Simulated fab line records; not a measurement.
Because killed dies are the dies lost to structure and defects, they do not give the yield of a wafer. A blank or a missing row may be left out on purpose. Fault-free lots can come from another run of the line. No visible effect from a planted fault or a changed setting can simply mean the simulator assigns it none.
A lot that was struck, set against a sound lot + flow n5 finfet + 39 out of 1938 route steps
Sound: these wafers, L306.1, L306.4, L306.5. Wafers L315.2, L315.3, L315.4 were the ones struck. At the end, the cause is stated.
At each step with rows: each side's tool, then ch and its chambers, then its first start. Under that, the readings that differ: sound wafers + struck wafers + difference of the means + sigmas: that difference in standard deviations of wafers without a fault.
alike: words and numbers the same on both sides, and readings whose means are apart by under 2 such deviations; not compared: readings that were withheld, readings missing a value for some wafer, numbers with overlapping values and no deviation given by the record, and bounds like >300 which may hide the same value.
The two part at a step that has a row with sigmas, a row that says differs or no value, or rows on one side only. Numbers that don't overlap but have no deviation are shown without sigmas and don't part them. Lack of a reading on every wafer of one side parts them only where that side has two or more wafers.

first, 11 steps without rows for these wafers: N5_BEOL_M4_STRIP_65 (strips in N2/H2); N5_BEOL_M4_STRIP_75 (strips in N2/H2); N5_BEOL_M4_STRIP_66 (strips in CF4); N5_BEOL_M4_HM_OPEN_17 (chemistry Cl2/BCl3, target TiN, target depth 20 nm, overetch 6 nm); N5_BEOL_M4_STRIP_19 (strips in O2); N5_BEOL_M4_COAT_67 (time 60 s, resist thk 60 nm); N5_BEOL_M4_COAT_68 (time 60 s, resist thk 12 nm); N5_BEOL_M4_COAT_76 (time 60 s, resist thk 5 nm); N5_BEOL_M4_COAT_22 (resist thk 30 nm); N5_BEOL_M4_EBR_24; N5_BEOL_M4_SOFTBAKE_23 (time 60 s).
N5_BEOL_M4_EXPOSE_25: exposes mask V3, defocus 5 nm.
  sound on euv scanner-02 ch 0, day 7 15:16; struck on euv scanner-02 ch 0, day 9 17:20
  alike: mask
then, 2 steps without rows for these wafers: N5_BEOL_M4_PEB_26 (peb time 60 s); N5_BEOL_M4_DEVELOP_27 (develop time 30 s).
N5_BEOL_M4_CD_MEAS_28: target cd 26.2 nm, target cd y 24.1 nm.
  sound on cd sem-03 ch 0, day 7 15:25; struck on cd sem-01 ch 0, day 9 17:28
| reading    | sound             | struck            | difference | sigmas |
|------------|-------------------|-------------------|------------|--------|
| cd nm (nm) | 25.94 25.77 25.99 | 23.21 24.05 23.67 | -2.26      | -9     |
then, 22 steps without rows for these wafers: N5_BEOL_M4_DESCUM_33 (chemistry O2, time 7 s); N5_BEOL_M4_ETCH_77 (etches underlayer in N2/H2, target depth 6.5 nm, time 5.2 s); N5_BEOL_M4_ETCH_69 (etches SiARC in CF4, target depth 15.6 nm, time 26 s); N5_BEOL_M4_ALD_98 (deposits SiO2, target thk 2.5 nm, pulse time 1 s, co reactant pulse time 1 s); N5_BEOL_M4_ETCHBACK_99 (etches SiO2 in CHF3, target depth 5 nm, time 10.4 s); N5_BEOL_M4_ETCH_70 (etches SOC in N2/H2, target depth 80 nm, overetch 24 nm, time 130 s); N5_BEOL_M4_STRIP_71 (strips in N2/H2); N5_BEOL_M4_STRIP_78 (strips in N2/H2); N5_BEOL_M4_VIA_ETCH_34 (etches the open film in C4F6/O2, target depth 69.4 nm, time 65.9 s); N5_BEOL_M4_STRIP_83 (strips in C4F6/O2); N5_BEOL_M4_STRIP_36 (strips in N2/H2); N5_BEOL_M4_TRENCH_ETCH_37 (etches SiOC in C4F6/O2, target depth 55.555 nm, time 29.2 s); N5_BEOL_M4_ETCH_41 (etches SiCN in CH3F/O2, target depth 29.9 nm, time 52.5 s); N5_BEOL_M4_STRIP_97 (strips in N2/H2, time 10 s); N5_BEOL_M4_HM_STRIP_39 (strips TiN in peroxide tin strip, target depth 25 nm, time 158 s); N5_BEOL_M4_SRD_40 (time 30 s); N5_BEOL_M4_PRECLEAN_42 (cleans in residue remover, time 60 s); N5_BEOL_M4_SRD_43 (time 30 s); N5_BEOL_M4_DEGAS_44 (time 60 s); N5_BEOL_M4_PRE_CLEAN_45 (time 30 s); N5_BEOL_M4_ALD_84 (deposits TaN, pulse time 2 s, purge time 3 s, co reactant purge time 2 s); N5_BEOL_M4_SURFACE_TREAT_85.
N5_BEOL_M4_RC_MEAS_101:
  the record has rows for the sound wafers here (prober-01 ch 0, day 7 21:22) and none for the struck ones
-- record jumps: 5 days separate the struck wafers' starts on either side; left off in module BEOL_M4, taken up again in module PASSIVATION, whose first shown step is the route's number 1936 --
N5_PASSIVATION_PROBE_49:
  struck on prober-02, day 14 22:23; sound on prober-01, day 12 06:33
| reading                  | sound          | struck         | difference | sigmas      |
|--------------------------|----------------|----------------|------------|-------------|
| defect limited yield (%) | 88.7 90.4 90.6 | 0 0 0          | -90        | -56         |
| killed_at_M4_up          | 38 19 28       | 1121 1108 1118 | +1087      | +99 or more |
| killed dies              | 133 113 111    | 1180 1180 1180 | +1061      | +56         |
| killed on rim            | 16 20 11       | 152 152 152    | +136       | +32         |
| killed open              | 99 73 79       | 43 49 51       | -36        | -3          |
| sort_bin_5_function (%)  | 7.8 6.4 6.1    | 3.6 3.2 3.2    | -3.4       | -3          |
| sort n pass              | 1047 1067 1069 | 0 0 0          | -1061      | -59         |
| sort yield pct (%)       | 88.7 90.4 90.6 | 0 0 0          | -90        | -56         |
  alike: killed_at_M0_to_M3, killed at contacts, killed at front end, killed at other, killed short, sort_bin_6_memory

WHERE THEY PART
Last at N5_PASSIVATION_PROBE_49 as far as this record goes, first at N5_BEOL_M4_CD_MEAS_28.

WHY: what had been put in by the simulator
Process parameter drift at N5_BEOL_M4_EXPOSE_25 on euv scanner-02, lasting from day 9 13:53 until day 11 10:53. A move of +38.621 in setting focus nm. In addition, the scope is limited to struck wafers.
